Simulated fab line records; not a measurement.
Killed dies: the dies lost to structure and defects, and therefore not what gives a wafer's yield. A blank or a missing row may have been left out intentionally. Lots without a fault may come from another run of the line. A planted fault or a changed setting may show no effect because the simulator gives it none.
Struck lot and sound lot, side by side ; flow n5_finfet ; 25 steps out of a route of 1938
Sound: these wafers, L496.2, L496.4, L496.6. Struck: wafer L504.2; the same lot's L504.6 was not struck, so it is left out; see the end for the cause.
Each step with rows lists, per side, the tool, then ch with its chambers, then its first start. Under that, the readings that differ: sound wafers ; struck wafers ; difference of the means ; sigmas: that difference in standard deviations of wafers without a fault.
alike: words and numbers the same on both sides, and readings whose means are apart by under 2 such deviations; not compared: readings that were withheld, readings missing a value for some wafer, numbers with overlapping values and no deviation given by the record, and bounds like >300 which may hide the same value.
A row with sigmas, a row that says differs or no value, or rows on one side alone: a step with any of these is where the two part. Numbers that have no deviation but don't overlap get no sigmas and don't part them. Lack of a reading on every wafer of one side parts them only where that side has two or more wafers.

first, 11 steps without rows for these wafers: N5_BEOL_M15_VIA_ETCH_16 (etches SiO2 in C4F8/O2/Ar, target depth 1792.2 nm); N5_BEOL_M15_STRIP_63 (strips in O2); N5_BEOL_M15_STRIP_64 (strips in O2); N5_BEOL_M15_STRIP_65 (strips in post etch residue remover, time 60 s); N5_BEOL_M15_SRD_66 (time 30 s, dry time 30 s); N5_BEOL_M15_COAT_56 (time 60 s, resist thk 550 nm); N5_BEOL_M15_ETCH_57 (etches SOC in N2/H2, time 750 s); N5_BEOL_M15_COAT_60 (time 60 s, resist thk 89 nm); N5_BEOL_M15_COAT_22 (resist thk 800 nm); N5_BEOL_M15_EBR_24; N5_BEOL_M15_SOFTBAKE_23 (time 60 s).
N5_BEOL_M15_EXPOSE_25: exposes mask M15, target cd 400 nm.
  sound on krf_scanner-01 ch 0, day 12 02:51; struck on krf_scanner-01 ch 0, day 14 01:35
  alike: mask
then, 3 steps without rows for these wafers: N5_BEOL_M15_PEB_26 (peb time 90 s); N5_BEOL_M15_DEVELOP_27 (develop time 45 s); N5_BEOL_M15_HARDBAKE_32 (time 120 s).
N5_BEOL_M15_CD_MEAS_28: target cd 407.6 nm.
  sound on cd_sem-02 ch 0, day 12 03:01; struck on cd_sem-01 ch 0, day 14 01:45
reading;sound;struck;difference;sigmas
cd_nm (nm);407.5 406.9 408.6;454.2;+46.5;+29
N5_BEOL_M15_DESCUM_33: chemistry O2, time 7.9 s.
  sound on rie_diel-01 ch 0,1, day 12 03:14; struck on rie_diel-04 ch 3, day 14 01:50
reading;sound;struck;difference;sigmas
oes_product_au (a.u.);0.69 0.73 0.69;0.90;+0.20;+2
throttle_valve_pct (%);20.81 20.72 20.81;19.96;-0.82;-3
model.BEOL_M15.cd_nm (nm);407 406.8 408.6;454.2;+46.7;
  alike: drypump_motor_current_A, rf_vpp_V, showerhead_plenum_p_Torr
  not compared: rf_hours_counter_h
then, 5 steps without rows for these wafers: N5_BEOL_M15_ETCH_61 (etches BARC in N2/H2, target depth 89 nm, overetch 26.7 nm, time 67.9 s); N5_BEOL_M15_TRENCH_ETCH_34 (etches SiO2 in C4F8/O2/Ar, target depth 872.93 nm, time 199 s); N5_BEOL_M15_STRIP_36 (strips in O2); N5_BEOL_M15_STRIP_62 (strips in O2); N5_BEOL_M15_STRIP_37 (strips in O2).
N5_BEOL_M15_ETCH_38: etches SiCN in CF4/N2, target depth 106.4 nm, time 120.5 s.
  sound on rie_diel-04 ch 0,1,2; struck on rie_diel-06 ch 0
reading;sound;struck;difference;sigmas
model.BEOL_M15.cd_nm (nm);399.4 399 400.8;445.6;+45.9;
  alike: drypump_motor_current_A, oes_product_au, rf_vpp_V, showerhead_plenum_p_Torr, throttle_valve_pct
  not compared: rf_hours_counter_h
then, 1 step without rows for these wafers: N5_BEOL_M15_PRECLEAN_39 (cleans in residue remover, time 60 s).
N5_PASSIVATION_PROBE_49:
  the record has rows for the struck wafers here (prober-01, day 14 20:13) and none for the sound ones

== WHERE THEY PART ==
At N5_BEOL_M15_CD_MEAS_28 first; at N5_PASSIVATION_PROBE_49 last (within this record only).

WHY: what had been put in by the simulator
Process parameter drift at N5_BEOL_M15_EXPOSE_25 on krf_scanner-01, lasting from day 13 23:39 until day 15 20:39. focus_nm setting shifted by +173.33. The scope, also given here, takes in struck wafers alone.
